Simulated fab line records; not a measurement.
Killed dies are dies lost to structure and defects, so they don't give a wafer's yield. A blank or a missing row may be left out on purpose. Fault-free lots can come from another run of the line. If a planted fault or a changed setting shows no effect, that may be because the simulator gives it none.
Lot-split experiment    flow n5 finfet    21 wafers read from 7 lots, route of 1938 steps

## THE SPLIT
At N5_PASSIVATION_PASS_ETCH_47 (etches SiNx in CF4/O2, target depth 770 nm, time 385 s), the setting time s was moved away from the recipe's 385 s on 6 of the 21 wafers read, by -21.3% to +14.4%. All remaining wafers had this setting at the recipe value.

The split's own step is where the reading is taken.

## THE READING
etch.depth nm (the simulator's own value, which no gauge read), in nm, at N5_PASSIVATION_PASS_ETCH_47 (etches SiNx in CF4/O2, target depth 770 nm, time 385 s). The file does not state a usual value for it. The 15 wafers here that ran the recipe average 758.7 nm, standard deviation 31 nm.

wafer   tool, chamber at the split  time s as run, s  against the recipe  etch.depth nm, nm  against lot-mates on the recipe
L084.3  rie diel-02, 3              342               -11.2%              702.4              -57.9
L084.4  rie diel-02, 1              385               recipe              756.1              -
L084.5  rie diel-02, 1              385               recipe              764.4              -
L086.3  rie diel-01, 1              385               recipe              730.8              -
L086.5  rie diel-01, 2              312.3             -18.9%              642.9              -82.3
L086.6  rie diel-01, 1              385               recipe              719.6              -
L090.3  rie diel-02, 1              385               recipe              756.7              -
L090.4  rie diel-02, 0              302.9             -21.3%              598.1              -158.6
L090.6  rie diel-02, 0              302.9             -21.3%              596.9              -159.8
L089.1  rie diel-02, 1              440.5             +14.4%              856.1              +84.0
L089.2  rie diel-02, 3              385               recipe              783.3              -
L089.6  rie diel-02, 1              385               recipe              760.9              -
L094.1  rie diel-02, 2              385               recipe              820.8              -
L094.2  rie diel-02, 0              385               recipe              763.7              -
L094.5  rie diel-02, 2              385               recipe              815.9              -
L091.3  rie diel-03, 2              385               recipe              728.4              -
L091.4  rie diel-03, 0              385               recipe              740.8              -
L091.6  rie diel-03, 3              385               recipe              749.3              -
L097.1  rie diel-03, 3              428.7             +11.4%              836.2              +91.5
L097.2  rie diel-03, 2              385               recipe              710.6              -
L097.6  rie diel-03, 1              385               recipe              778.9              -

FIT RESULTS
A straight line over all 21 wafers: etch.depth nm changes by +6.94 nm for each +1% of time s; r = +0.91; the points scatter about the line by 28 nm.
The same after taking each lot's own level away (the mean of its wafers on the recipe; 21 wafers): +6.54 nm for each +1%; r = +0.95; scatter 21 nm.
According to that fit, moving time s by its largest amount changes the reading by 1.4e+02 nm.
From 725.20 to 800.13 nm: that is the span of the lots' own levels, equal to 2.4 times the standard deviation above.
Consequently the slope shifts little with the lot-to-lot level, the two slopes agreeing.
Check: with one of the wafers moved furthest among these (-21.3%) left out of the fit, the line predicts -131 nm for it against its lot-mates. Against them it came out at -159 nm.

## THESE WAFERS: OTHER SPLITS
Before the reading, these wafers also passed through other splits. Each is held against what the fit with the lots' levels taken away leaves over:
other split on the same wafers     wafers away from the commonest value  r with etch.depth nm (lot level and that fit taken away)
N5_BEOL_M13_ETCH_67 cf4 flow sccm  5                                     +0.24
N5_MIM_BOT_ETCH_ETCH_04 time s     9                                     -0.09
N5_PASSIVATION_PECVD_55 time s     6                                     -0.15

## FILE'S OWN FIT
etch.depth nm changes by +6.16 nm for each +1% of time s, r = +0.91.
